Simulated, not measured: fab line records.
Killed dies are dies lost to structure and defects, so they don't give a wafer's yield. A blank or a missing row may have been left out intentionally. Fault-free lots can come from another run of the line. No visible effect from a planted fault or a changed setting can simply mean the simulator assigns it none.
A lot that was struck, set against a sound lot | flow nand-harc | 36 out of 1159 route steps
Sound: wafers L767.2, L767.3, L767.4. Wafers L781.2, L781.5, L781.6 were the ones struck. The cause is named last.
Order at every step that has rows: each side's tool, ch and its chambers, its first start. Under that, the readings that differ: sound wafers | struck wafers | difference of the means | sigmas: that difference in standard deviations of wafers without a fault.
alike: readings with means less than 2 such deviations apart, plus words and numbers identical on both sides. not compared: withheld readings, readings lacking a value on some wafer, bounds such as >300 that could conceal the same value, and numbers that have no deviation in the record and whose values overlap.
A row with sigmas, a row that says differs or no value, or rows on one side alone: a step with any of these is where the two part. Numbers that have no deviation but don't overlap get no sigmas and don't part them. A reading that every wafer of one side lacks parts them only if that side has two wafers or more.

first, 2 steps without rows for these wafers: NHARC_A_SLIT_PRECLEAN_19 (cleans in SC1); NHARC_A_SLIT_SRD_20.
NHARC_A_SLIT_CD_MEAS_21:
  sound on cd-sem-03, day 16 01:57; struck on cd-sem-02, day 19 03:11
  alike: cd-nm
then, 3 steps without rows for these wafers: NHARC_A_SIN_REMOVE_WET_00 (chemistry H3PO4, time 15300 s); NHARC_A_SIN_REMOVE_PRECLEAN_01 (cleans in SC1); NHARC_A_SIN_REMOVE_SRD_02.
NHARC_A_SIN_REMOVE_INSPECT_04:
  sound on defect-inspect-02, day 16 09:37; struck on defect-inspect-01, day 19 10:52
  alike: raw-defect-count
NHARC_A_WL_FILL_ALD_00: deposits Al2O3, target thk 3 nm, pulse time 3 s, ald cycles 30.
  sound on ald-hk-02 ch 0,2,3, day 16 09:41; struck on ald-hk-01 ch 1,2, day 19 11:07
  alike: heater-power-w, precursor-pulse-height-rel, susceptor-temp-C
  not compared: since-wet-clean-h
NHARC_A_WL_FILL_RTA_01: time 5 s.
  sound on rtp-anneal-01 ch 0, day 16 09:59; struck on rtp-anneal-01 ch 0, day 19 11:40
  alike: lamp-power-pct, lamp_zone_2_pct, lamp_zone_5_pct, wafer_temp_C_max
then, 1 step without rows for these wafers: NHARC_A_WL_FILL_ALD_02 (deposits TiN, target thk 2 nm, pulse time 3 s, ald cycles 100).
NHARC_A_WL_FILL_CVD_03: deposits W, target thk 40 nm, time 3302 s.
  sound on cvd-w-02 ch 0,1, day 16 11:14; struck on cvd-w-02 ch 0,1, day 19 15:03
  alike: heater-power-w, susceptor-temp-C, throttle-valve-pct
  not compared: since-wet-clean-h
then, 1 step without rows for these wafers: NHARC_A_WL_FILL_ETCHBACK_04 (etches the open film in NF3, target depth 60 nm, time 120 s).
NHARC_A_WL_FILL_ETCHBACK_05: etches the open film in Cl2/BCl3, target depth 22 nm, time 60 s.
  sound on rie-metal-03 ch 0,1, day 16 14:22; struck on rie-metal-03 ch 0,1, day 19 18:08
  alike: drypump-motor-current-A, oes-product-au
  not compared: rf-hours-counter-h
then, 6 steps without rows for these wafers: NHARC_A_WL_FILL_STRIP_27 (strips in N2/H2, time 20 s); NHARC_A_WL_FILL_STRIP_28 (strips in post etch residue remover, time 1200 s); NHARC_A_WL_FILL_PRECLEAN_06 (cleans in DIW, time 300 s); NHARC_A_WL_FILL_SRD_07; NHARC_A_WL_FILL_ANNEAL_08 (time 1800 s); NHARC_A_WL_FILL_ALD_10 (deposits SiO2, target thk 50 nm, pulse time 10 s, ald cycles 500).
NHARC_A_WL_FILL_ETCHBACK_16: etches the open film in C4F8/O2/Ar, target depth 88 nm, time 17.6 s.
  sound: rie-diel-03 ch 0,2,3; struck: rie-diel-03 ch 0,1,3
  reading               | sound          | struck         | difference | sigmas
  oes-product-au (a.u.) | 0.91 0.90 0.92 | 1.02 1.00 0.99 | +0.09      | +3
  alike: rf-vpp-V
  not compared: rf-hours-counter-h
then, 5 steps without rows for these wafers: NHARC_A_WL_FILL_STRIP_29 (strips in O2, time 20 s); NHARC_A_WL_FILL_ETCHBACK_17 (etches the open film in Cl2/BCl3, target depth 4 nm, time 26.7 s); NHARC_A_WL_FILL_PRECLEAN_18 (cleans in dHF, time 30 s); NHARC_A_WL_FILL_SRD_21; NHARC_A_WL_FILL_CVD_23 (deposits poly-Si, target thk 40 nm, time 800 s).
NHARC_A_WL_FILL_ETCHBACK_26: etches the open film in HBr, target depth 52 nm, time 13.3 s.
  sound on rie-si-05 ch 0,1,3, day 17 05:46; struck on rie-si-05 ch 2,3, day 20 08:02
  alike: drypump-motor-current-A, oes-product-au, throttle-valve-pct
  not compared: rf-hours-counter-h
then, 6 steps without rows for these wafers: NHARC_A_WL_FILL_PRECLEAN_30 (cleans in dHF, time 10 s); NHARC_A_WL_FILL_SRD_14; NHARC_A_WL_FILL_ALD_19 (deposits TiN, target thk 2 nm, pulse time 3 s, ald cycles 100); NHARC_A_WL_FILL_CVD_20 (deposits W, target thk 75 nm, time 5064 s); NHARC_A_WL_FILL_CMP_12 (polishes, t overpolish 30 s, target thk 75 nm); NHARC_A_WL_FILL_SRD_31.
NHARC_A_WL_FILL_INSPECT_15:
  sound on defect-inspect-01, day 17 16:49; struck on defect-inspect-01, day 20 13:55
  alike: raw-defect-count
then, 2 steps without rows for these wafers: NHARC_A_CONTACT_DEP_24 (deposits SiO2, target thk 500 nm); NHARC_A_CONTACT_DEP_28 (deposits aC, target thk 3600 nm).
-- jump in the record: it breaks off in module A_CONTACT and resumes in module END (first step shown: number 1159 of the route), and 4 days separate the struck wafers' starts before and after --
NHARC_END_SORT_01:
  at this point the record logs the struck wafers (prober-01 ch 0, day 24 06:28) and has no rows for the sound ones

## WHERE THEY PART
First at NHARC_A_WL_FILL_ETCHBACK_16; last, within this record, at NHARC_END_SORT_01.

WHY: what the simulator had put in
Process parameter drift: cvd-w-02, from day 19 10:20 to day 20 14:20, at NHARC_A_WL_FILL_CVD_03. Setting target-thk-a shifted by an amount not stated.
